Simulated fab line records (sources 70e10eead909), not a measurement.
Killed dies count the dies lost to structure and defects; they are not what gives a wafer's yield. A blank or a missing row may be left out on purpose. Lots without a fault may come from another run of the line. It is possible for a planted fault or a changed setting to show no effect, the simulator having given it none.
What tool caused it? + flow nand-harc + at 1 step of a route of 1302, 12 lots with 36 wafers sampled

## WHAT THE GAUGES READ, wafer by wafer
NHARC_A_CONTACT_OVL_MEAS_43.
| lot  | measured     | on         | overlay-x-nm (nm) |
|------|--------------|------------|-------------------|
| L075 | day 21 23:12 | overlay-01 | 1.1 0.4 0.4       |
| L077 | day 23 03:47 | overlay-02 | 1.2 0.9 1.1       |
| L079 | day 24 01:24 | overlay-02 | 0.1 1.1 0.5       |
| L081 | day 24 10:13 | overlay-01 | -0.2 0.1 -0.2     |
| L085 | day 25 07:15 | overlay-01 | 0.1 -0.4 -0.2     |
| L083 | day 25 20:25 | overlay-02 | 0.2 0.7 1.0       |
| L087 | day 27 07:00 | overlay-02 | -0.6 -0.4 0.0     |
| L089 | day 27 22:25 | overlay-02 | 0.5 0.9 0.7       |
| L091 | day 28 03:23 | overlay-01 | -0.9 -1.2 -0.5    |
| L093 | day 29 11:28 | overlay-02 | -0.2 -0.4 0.4     |
| L094 | day 30 13:06 | overlay-02 | 0.5 1.1 1.0       |
| L096 | day 31 06:50 | overlay-02 | 1.2 0.9 0.5       |

## WHAT TOOL EACH LOT RAN ON (gives the tool, then ch and the chambers of the sampled wafers, and finally the start)
No process step before these readings appears in the record.

## THE ANSWER, worked out from the rows above alone
Rule: usual is defined by the lots themselves. The widest of any qualifying gaps counts: lots, ordered by their means at a reading, are off when they make up no more than a third of the lots, leave a main group of 4 or more, and stand apart from it by 3 or more times the standard deviation of that group's means. The tables above print the reading to a certain number of digits; a main group whose means all agree to those digits is not used. A lot without any number at a reading at which 4 lots or more have one is off too. Any other lot the step has rows for is counted as sound.
None of the lots is off at any reading shown; this tells nothing.

## WHAT HAD BEEN PUT IN BY THE SIMULATOR
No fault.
